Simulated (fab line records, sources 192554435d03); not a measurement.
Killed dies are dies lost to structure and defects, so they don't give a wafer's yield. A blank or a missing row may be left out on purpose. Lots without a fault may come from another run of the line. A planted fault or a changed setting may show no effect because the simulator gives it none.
Problem report in the 8D (eight disciplines) form, filled by code | flow n5_finfet | the parts of the form that need people (team, actions taken, sign-off) are left out

1. THE PROBLEM
strip_time_to_endpoint_s at N5_SDB_STRIP_22 reads a mean of 91.6 s on 4 wafers of 3 lots; wafers without a fault read 96.4 s with a standard deviation of 0.36. That is -13 standard deviations from the usual mean.
The step: strips in N2/H2.
First seen on wafer L232.4, day 7 09:29, on plasma_asher-01. The record holds 22 wafers of 8 lots with a number at this step. Rule for "out", or "out of limits": more than 4 standard deviations from the usual mean. The other wafers with a number count as sound.

2. WHAT IT IS AND WHAT IT IS NOT
question                    | is                               | is not
which readings at this step | strip_time_to_endpoint_s         | drypump_motor_current_A, heater_power_w, n2_flow_sccm, oes_product_au
which lots                  | L232, L236, L239                 | L218, L219, L225, L230, L234
which wafers of those lots  | L232.4, L236.1, L236.4, L239.1   | L232.2, L232.5, L239.3
read on which tools         | plasma_asher-01, plasma_asher-02 | -
when                        | from day 7 09:29                 | up to then (14 sound wafers); but 4 sound wafers of L234, L239 came after

3. SUSPECTS, AND WHAT RULES EACH OUT
Counting: a tool at a process step up to the reading stays a suspect if it ran every lot that is out. Sound lots after the first of them don't rule it out here, since some wafers of a struck lot are sound.
- rie_diel-06 at N5_SDB_STRIP_21 (strips in CF4): kept. It ran every lot that is out, first L232 (day 7 09:23); its last sound lot up to then is L230 (day 6 23:44).
- rie_diel-06 at N5_SDB_HM_OPEN_20 (chemistry CH3F/O2, target SiNx, stops on poly-Si, target depth 24 nm): kept. It ran every lot that is out, first L232 (day 7 09:25); its last sound lot up to then is L230 (day 6 23:46).
Left after counting: rie_diel-06 at N5_SDB_STRIP_21, rie_diel-06 at N5_SDB_HM_OPEN_20.

4. THE CAUSE (what the simulator had put in)
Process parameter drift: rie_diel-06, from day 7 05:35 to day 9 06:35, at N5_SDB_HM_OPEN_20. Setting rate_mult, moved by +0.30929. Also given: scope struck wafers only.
Counting left 2 suspects, and this tool is among them.

5. THE CHAIN OF EFFECTS, in route order
Each row: a reading whose mean over the struck wafers that have a number lies more than 3 standard deviations from the usual. Only readings for which the record gives a usual standard deviation are gone through. hours: the time from each lot's start at the first step in this table that gives one to its start at this step, as a median over the lots. sigmas: the change in usual standard deviations.
hours | step            | reading                  | usual  | on struck wafers | change | sigmas
0     | N5_SDB_STRIP_22 | strip_time_to_endpoint_s | 96.4 s | 91.6             | -4.8   | -13
The process steps in it:
- N5_SDB_STRIP_22: strips in N2/H2.
Later measuring or inspecting steps at which every struck wafer that the step has a row for has a number for every such reading, and none has moved that far: N5_BEOL_M4_RC_MEAS_101.

6. WHAT WOULD HAVE CAUGHT IT SOONER
In this record the first reading out of limits was taken at day 7 09:29, 4 hours after the fault began at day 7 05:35.
Of the tool readings at N5_SDB_HM_OPEN_20 for which the record gives a usual standard deviation, none was out on any struck wafer, so an alarm limit of 4 standard deviations on them would not have fired.
Of the lots that are out (3), L236, L239 began N5_SDB_HM_OPEN_20 on rie_diel-06 after day 7 09:29. A hold on the tool at that time would have spared those 2.
